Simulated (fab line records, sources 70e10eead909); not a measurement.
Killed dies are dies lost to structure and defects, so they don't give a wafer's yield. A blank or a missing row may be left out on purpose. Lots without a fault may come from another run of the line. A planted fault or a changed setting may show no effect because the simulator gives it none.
Which tool did it? | flow nand_harc | 12 lots, 36 wafers sampled, at 3 steps of a route of 1302

WHAT THE GAUGES READ, wafer by wafer
NHARC_P_ZERO_WELL_CD_MEAS_37: target cd 720 nm. Usual: cd_nm 721.0 nm, standard deviation 2.1.
lot  | measured     | on        | cd_nm (nm)        | flag
L939 | day 2 00:07  | cd_sem-02 | 723.5 722.4 720.3 |
L942 | day 3 06:17  | cd_sem-02 | 717.0 719.0 718.4 |
L943 | day 3 15:58  | cd_sem-03 | 718.9 722.9 717.6 |
L944 | day 4 02:05  | cd_sem-01 | 720.0 719.8 721.4 |
L949 | day 6 04:05  | cd_sem-02 | 767.1 766.2 769.1 | OFF
L951 | day 7 03:57  | cd_sem-03 | 719.8 720.5 722.1 |
L955 | day 8 16:10  | cd_sem-03 | 724.1 719.9 719.4 |
L956 | day 9 02:07  | cd_sem-01 | 720.4 719.9 719.7 |
L959 | day 10 08:08 | cd_sem-03 | 719.4 719.3 718.8 |
L960 | day 10 18:01 | cd_sem-03 | 718.9 724.0 718.8 |
L961 | day 11 04:08 | cd_sem-02 | 723.3 720.9 723.8 |
L962 | day 11 14:22 | cd_sem-03 | 723.3 722.0 720.6 |

NHARC_P_ZERO_WELL_INSPECT_43. Usual: raw_defect_count 13, standard deviation 5.8.
lot  | measured     | on                | raw_defect_count | flag
L939 | day 2 03:28  | defect_inspect-01 | 18 6 7           |
L942 | day 3 09:44  | defect_inspect-01 | 10 10 8          |
L943 | day 3 19:25  | defect_inspect-02 | 9 8 17           |
L944 | day 4 05:34  | defect_inspect-02 | 7 22 17          |
L949 | day 6 07:24  | defect_inspect-01 | 9 7 13           |
L951 | day 7 09:29  | defect_inspect-01 | 13 14 11         |
L955 | day 8 19:37  | defect_inspect-01 | 17 15 16         |
L956 | day 9 05:33  | defect_inspect-02 | 12 14 6          |
L959 | day 10 12:25 | defect_inspect-01 | 23 20 13         |
L960 | day 10 21:28 | defect_inspect-01 | 16 12 10         |
L961 | day 11 07:36 | defect_inspect-01 | 16 25 17         |
L962 | day 11 17:52 | defect_inspect-02 | 13 10 9          |

WHICH TOOL RAN EACH LOT (tool, then ch and the chambers of the sampled wafers, then the start)
lot  | NHARC_P_ZERO_WELL_EXPOSE_34
L939 | krf_scanner-01 ch 0, day 1 23:58
L942 | krf_scanner-01 ch 0, day 3 06:08
L943 | krf_scanner-04 ch 0, day 3 15:49
L944 | krf_scanner-04 ch 0, day 4 01:56
L949 | krf_scanner-01 ch 0, day 6 03:56
L951 | krf_scanner-01 ch 0, day 7 03:48
L955 | krf_scanner-02 ch 0, day 8 16:00
L956 | krf_scanner-02 ch 0, day 9 01:57
L959 | krf_scanner-04 ch 0, day 10 07:58
L960 | krf_scanner-04 ch 0, day 10 17:51
L961 | krf_scanner-04 ch 0, day 11 03:59
L962 | krf_scanner-01 ch 0, day 11 14:13
- NHARC_P_ZERO_WELL_EXPOSE_34: exposes mask P PWELL, target cd 720 nm.

WHAT THE TOOLS THEMSELVES READ (means of the sampled wafers that have a number; where no wafer has one, the mark that the record gives instead)
The record holds no such reading with a usual standard deviation.

THE ANSWER, worked out from the rows above alone
Rule: a lot is off if the mean of its wafers that have a number lies more than 3 standard deviations from the usual mean. A lot without any number at a reading at which 4 lots or more have one is off too. The other lots that the step has rows for count as sound. The gauges are gone through in route order, then the tools' own readings, and for those a lot's mean is taken as printed above. The first step at which some lot is off is used, and at that step the reading that is off furthest; a lot without a number counts as furthest.
Off: L949, at NHARC_P_ZERO_WELL_CD_MEAS_37 (cd_nm).
A tool fits if, at a process step before that reading, it ran every lot that is off, and no sound lot after the first of them. The gauges at NHARC_P_ZERO_WELL_CD_MEAS_37 are tried like those tools. None of those tried fits.

WHAT THE SIMULATOR HAD PUT IN
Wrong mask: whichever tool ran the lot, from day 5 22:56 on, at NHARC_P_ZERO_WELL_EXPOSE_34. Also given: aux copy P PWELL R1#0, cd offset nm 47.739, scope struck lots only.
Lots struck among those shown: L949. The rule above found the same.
